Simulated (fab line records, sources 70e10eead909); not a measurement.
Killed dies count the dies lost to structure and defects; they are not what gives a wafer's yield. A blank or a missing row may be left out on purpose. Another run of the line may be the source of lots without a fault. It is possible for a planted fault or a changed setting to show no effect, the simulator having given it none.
fab line records	flow nand_harc
record: lots: 14	wafers: 42	last_day: 33
route steps=1302 shown P_M1@305 P_M2@328 P_BONDPAD@351 END@1302
lots with no fault: from the same line, run without faults
start_h: hours from the record's opening day to when the first of the lot's shown wafers began	wait_h: how many hours have passed since the lot's step before this one	" the same as in the row above	L1.1+2: one row covering several wafers at once	- no value, or no start given	* or withheld: withheld	< > ~ a bound
route shown NAME@n: names a module that has steps shown in the file, with the first one's number in the route	usual: mean/standard deviation of fault-free wafers	same: alike in all rows	chamber/n: place in a boat	sites: readings site by site	_std_site: the values' standard deviation	_edge_site: mean of outer sites minus mean of inner sites	radius_mm: how far each site lies from the wafer's centre	mask NAME#n: copy n	behind: tool/chamber where the wafer was last shaped	hold: the reason the lot was held/the length of the hold in hours/how it ended	device: which transistor (n, p or np) failed to switch	end of line: tests of these same wafers at the route's end	a step with no rows: only its recipe	killed: not the wafer's yield, but the dies lost to structure and defects at the first sort	map: dies across one wafer; x = killed, . = not, _ = none there
set.NAME: the setting the step ran with; set.NAME@STEP: the setting that earlier step ran with	model.NAME: the simulator's own value behind a step, which no gauge read
a sample of lots followed through the steps of the route, with each step as a table and each wafer as a row
services: a tool's chamber out of use, with start hour (start_h, from the record's first day; less than 0 if before it), hours out, and reason
== steps ==
step: NHARC_P_M1_DEGAS_29
recipe: temp_c: 250	time_s: 60
usual: heater_power_w: 323/30
lot.wafer	tool	chamber	start_h	wait_h	heater_power_w
L258.1	pvd_sputter-02	-	130.92	-	306
L258.2	"	-	"	"	288
L258.5	"	-	"	"	283
L259.1	pvd_sputter-03	-	133.25	-	359
L259.4	"	-	"	"	296
L259.6	"	-	"	"	317
L260.4	pvd_sputter-02	-	147.03	-	299
L260.2	"	-	"	"	289
L260.3	"	-	"	"	367
L262.1	pvd_sputter-03	-	164.10	-	368
L262.2	"	-	"	"	291
L262.6	"	-	"	"	325
L263.2	pvd_sputter-02	-	179.41	-	290
L263.5	"	-	"	"	290
L263.6	"	-	"	"	364
L264.4	pvd_sputter-02	-	198.39	-	289
L264.1	"	-	"	"	342
L264.2	"	-	"	"	299
L265.1	pvd_sputter-03	-	199.12	-	307
L265.3	"	-	"	"	319
L265.5	"	-	"	"	300
L266.2	pvd_sputter-03	-	207.55	-	306
L266.4	"	-	"	"	319
L266.5	"	-	"	"	313
L269.1	pvd_sputter-03	-	242.15	-	324
L269.2	"	-	"	"	361
L269.5	"	-	"	"	316
L271.2	pvd_sputter-03	-	251.68	-	295
L271.6	"	-	"	"	360
L271.5	"	-	"	"	304
L275.1	pvd_sputter-03	-	296.36	-	327
L275.3	"	-	"	"	323
L275.2	"	-	"	"	298
L279.3	pvd_sputter-03	-	330.43	-	312
L279.4	"	-	"	"	354
L279.5	"	-	"	"	316
L280.1	pvd_sputter-02	-	340.88	-	352
L280.4	"	-	"	"	324
L280.6	"	-	"	"	358
L281.3	pvd_sputter-02	-	353.55	-	291
L281.4	"	-	"	"	360
L281.6	"	-	"	"	374
step: NHARC_P_M2_CD_MEAS_09
recipe: target_cd_nm: 170	landing_energy_ev: 500
usual: cd_nm: 170.3/0.55
lot.wafer	tool	chamber	start_h	wait_h	cd_nm
L258.1	cd_sem-03	0	133.99	-	169.4
L258.2	"	0	"	"	169.3
L258.5	"	0	"	"	170.3
L259.1	cd_sem-03	0	136.38	-	170.7
L259.4	"	0	"	"	169.9
L259.6	"	0	"	"	169.8
L260.2	cd_sem-01	0	150.28	-	169.0
L260.3	"	0	"	"	169.3
L260.4	"	0	"	"	170.2
L262.1	cd_sem-01	0	166.93	-	170.9
L262.2	"	0	"	"	170.9
L262.6	"	0	"	"	170.6
L263.2	cd_sem-02	0	182.37	-	170.1
L263.5	"	0	"	"	170.7
L263.6	"	0	"	"	169.6
L264.1	cd_sem-03	0	201.23	-	169.9
L264.2	"	0	"	"	169.8
L264.4	"	0	"	"	170.5
L265.1	cd_sem-03	0	202.06	-	171.1
L265.3	"	0	"	"	170.9
L265.5	"	0	"	"	169.5
L266.2	cd_sem-02	0	210.43	-	170.7
L266.4	"	0	"	"	170.2
L266.5	"	0	"	"	170.4
L269.1	cd_sem-03	0	245.01	-	170.2
L269.2	"	0	"	"	171.1
L269.5	"	0	"	"	170.6
L271.2	cd_sem-03	0	254.65	-	170.9
L271.5	"	0	"	"	170.6
L271.6	"	0	"	"	170.3
L275.1	cd_sem-02	0	299.22	-	170.5
L275.2	"	0	"	"	169.9
L275.3	"	0	"	"	170.7
L279.3	cd_sem-03	0	333.93	-	169.0
L279.4	"	0	"	"	170.1
L279.5	"	0	"	"	170.1
L280.1	cd_sem-03	0	343.84	-	171.1
L280.4	"	0	"	"	170.7
L280.6	"	0	"	"	170.6
L281.3	cd_sem-01	0	356.51	-	169.2
L281.4	"	0	"	"	169.5
L281.6	"	0	"	"	169.4
step: NHARC_P_M2_PRE_CLEAN_32
recipe: time_s: 12	temp_c: 370	rf_power_w: 300	gas: NH3
usual: heater_power_outer_w: 371/49	heater_power_w: 643/89
lot.wafer	tool	chamber	start_h	wait_h	heater_power_outer_w	heater_power_w
L258.1	pecvd-04	2	137.26	0.1	386	606
L258.2	"	0	"	"	344	652
L258.5	"	2	"	"	384	613
L259.1	pecvd-04	0	139.23	0.1	355	650
L259.4	"	1	"	"	428	684
L259.6	"	2	"	"	380	609
L260.3	pecvd-04	2	153.11	0.1	394	625
L260.2	"	0	"	"	331	626
L260.4	"	0	"	"	332	612
L262.2	pecvd-04	1	169.87	0.1	397	677
L262.1	"	0	"	"	333	621
L262.6	"	2	"	"	392	608
L263.2	pecvd-01	1	185.19	0.1	471	841
L263.6	"	0	"	"	433	774
L263.5	"	2	"	"	298	516
L264.1	pecvd-01	0	204.06	0.1	464	833
L264.2	"	2	"	"	282	506
L264.4	"	2	"	"	292	497
L265.3	pecvd-04	2	204.89	0.1	378	620
L265.1	"	1	"	"	434	703
L265.5	"	0	"	"	385	674
L266.2	pecvd-01	1	213.27	0.1	420	767
L266.5	"	0	"	"	425	775
L266.4	"	2	"	"	304	511
L269.2	pecvd-01	0	247.96	0.1	425	773
L269.1	"	1	"	"	439	787
L269.5	"	0	"	"	438	779
L271.2	pecvd-04	2	257.49	0.1	328	542
L271.6	"	2	"	"	337	534
L271.5	"	1	"	"	402	691
L275.2	pecvd-04	1	302.10	0.1	420	722
L275.3	"	2	"	"	366	577
L275.1	"	0	"	"	346	620
L279.3	pecvd-03	1	336.74	0.1	274	506
L279.4	"	2	"	"	387	717
L279.5	"	0	"	"	324	523
L280.1	pecvd-04	1	346.69	0.1	460	770
L280.6	"	0	"	"	293	540
L280.4	"	1	"	"	460	756
L281.3	pecvd-04	2	359.48	0.1	323	514
L281.6	"	0	"	"	371	650
L281.4	"	2	"	"	316	527
step: NHARC_P_BONDPAD_DEP_00
recipe: target_thk_a: 2500	temp_c: 370	target_thk_nm: 250	pressure_torr: 3	flow_sccm: 200	rf_w: 450	material: SiCN
usual: heater_power_outer_w: 326/48	heater_power_w: 584/88
lot.wafer	tool	chamber	start_h	wait_h	heater_power_outer_w	heater_power_w
L258.2	pecvd-03	2	137.74	-	352	654
L258.1	"	0	"	"	311	517
L258.5	"	0	"	"	333	548
L259.1	pecvd-04	1	139.71	-	324	588
L259.6	"	1	"	"	335	610
L259.4	"	2	"	"	355	567
L260.3	pecvd-01	2	153.65	-	254	447
L260.2	"	0	"	"	390	721
L260.4	"	0	"	"	392	732
L262.2	pecvd-01	0	170.41	-	381	723
L262.1	"	1	"	"	352	666
L262.6	"	2	"	"	268	483
L263.2	pecvd-04	1	185.71	-	367	654
L263.5	"	1	"	"	377	669
L263.6	"	2	"	"	318	516
L264.2	pecvd-03	0	204.60	-	273	461
L264.1	"	1	"	"	277	526
L264.4	"	0	"	"	284	482
L265.1	pecvd-03	2	205.38	-	321	607
L265.3	"	1	"	"	277	510
L265.5	"	1	"	"	289	523
L266.2	pecvd-03	0	213.79	-	351	564
L266.5	"	0	"	"	357	571
L266.4	"	1	"	"	280	512
L269.1	pecvd-03	0	248.48	-	351	552
L269.2	"	1	"	"	246	463
L269.5	"	2	"	"	270	538
L271.2	pecvd-03	0	258.07	-	341	553
L271.5	"	2	"	"	367	651
L271.6	"	0	"	"	345	554
L271.2	pecvd-03	0	258.67	-	341	550
L271.5	"	2	"	"	348	642
L271.6	"	0	"	"	344	562
L275.2	pecvd-03	1	302.59	-	271	512
L275.1	"	2	"	"	328	608
L275.3	"	0	"	"	328	529
L275.2	pecvd-03	1	303.18	-	275	508
L275.1	"	2	"	"	331	608
L275.3	"	0	"	"	330	533
L279.3	pecvd-04	2	337.24	-	340	534
L279.5	"	0	"	"	238	486
L279.4	"	1	"	"	366	651
L280.1	pecvd-01	2	347.24	-	308	517
L280.4	"	0	"	"	408	758
L280.6	"	1	"	"	360	689
L281.3	pecvd-01	0	359.95	-	402	735
L281.4	"	1	"	"	408	721
L281.6	"	2	"	"	309	509
step: NHARC_END_SORT_01
recipe: temp_c: 25
usual: defect_limited_yield: 90.9/2.8	killed_at_array: 57/20	killed_at_other: 1.3/1.4	killed_at_periphery: 3.4/2.4	killed_dies: 61/19	killed_open: 2.9/1.8	killed_short: 2.5/1.6
same: gross_dies: 677
lot.wafer	tool	chamber	start_h	wait_h	defect_limited_yield[%]	killed_at_array	killed_at_other	killed_at_periphery	killed_dies	killed_open	killed_short
L269.1	prober-02	0	690.71	2.5	94.8	27	2	6	35	9	3
L269.2	prober-02	0	691.51	2.8	95.7	18	3	8	29	4	2
L269.5	prober-02	0	693.91	3.7	94.7	26	4	6	36	4	5
killed by level:class
L269.1 A_CONTACT:chamber_film_flake=8 A_M0:geometric_particle:open=4 A_CHANNEL_HOLE_D1:chamber_film_flake=4 P_GATE:chamber_film_flake=3 A_M1:geometric_particle:open=2 P_M2:chamber_film_flake=2 THIN_TSV:chamber_film_flake=2 P_CONTACT:geometric_particle:open=1
L269.2 A_CONTACT:chamber_film_flake=7 A_CHANNEL_HOLE_D1:chamber_film_flake=4 P_GATE:chamber_film_flake=3 P_M2:chamber_film_flake=2 THIN_TSV:chamber_film_flake=2 P_CONTACT:geometric_particle:open=1 P_M0:geometric_particle:open=1 P_ZERO_WELL:chamber_film_flake=1
L269.5 A_CHANNEL_HOLE_D1:chamber_film_flake=7 THIN_TSV:chamber_film_flake=4 P_M2:chamber_film_flake=3 A_CONTACT:chamber_film_flake=3 A_ONON_D1:geometric_particle:open=2 A_M0:geometric_particle:short=2 P_GATE:chamber_film_flake=2 A_CHANNEL_HOLE_D2:chamber_film_flake=2
== services ==
tool	chamber	start_h	hours	kind
pecvd-04	1	110.86	20.2	repair
pecvd-01	2	117.94	19.5	repair
pecvd-04	-	120.00	1.3	repair
pecvd-01	-	130.00	13.0	pm
pecvd-03	1	133.49	18.7	repair
pecvd-03	2	142.12	4.4	repair
pvd_sputter-03	-	178.32	10.0	pm
pecvd-03	-	185.04	13.0	pm
pecvd-03	0	185.04	13.0	vent_cycle
pecvd-04	-	269.00	13.0	pm
pecvd-04	0	269.00	13.0	vent_cycle
pecvd-04	1	269.00	13.0	vent_cycle
pecvd-04	2	269.00	13.0	vent_cycle
pecvd-01	-	272.10	1.3	repair
pecvd-03	0	281.05	4.7	repair
pecvd-04	0	282.00	-	clean
pecvd-04	1	282.00	-	clean
pecvd-04	2	282.00	-	clean
pvd_sputter-02	-	282.00	10.0	pm
pecvd-04	-	292.01	1.3	repair
pecvd-01	0	310.74	23.1	repair
pecvd-01	-	311.27	13.0	pm
pecvd-04	-	332.01	2.2	repair
pvd_sputter-03	-	356.32	10.0	pm
== key ==
first_sign: step: NHARC_P_BONDPAD_DEP_00	reading: visit	direction: added
effect none on later readings
met_at NHARC_P_BONDPAD_DEP_00
struck_lots L271,L275
not_acting_at NHARC_P_M1_DEGAS_29,NHARC_P_M2_CD_MEAS_09,NHARC_P_M2_PRE_CLEAN_32
fault: kind: repeated_step_whole	tool: pecvd-01,pecvd-03,pecvd-04	chamber: -	onset_h: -	steps: NHARC_P_BONDPAD_DEP_00	times: 1	scope: struck_lots_only
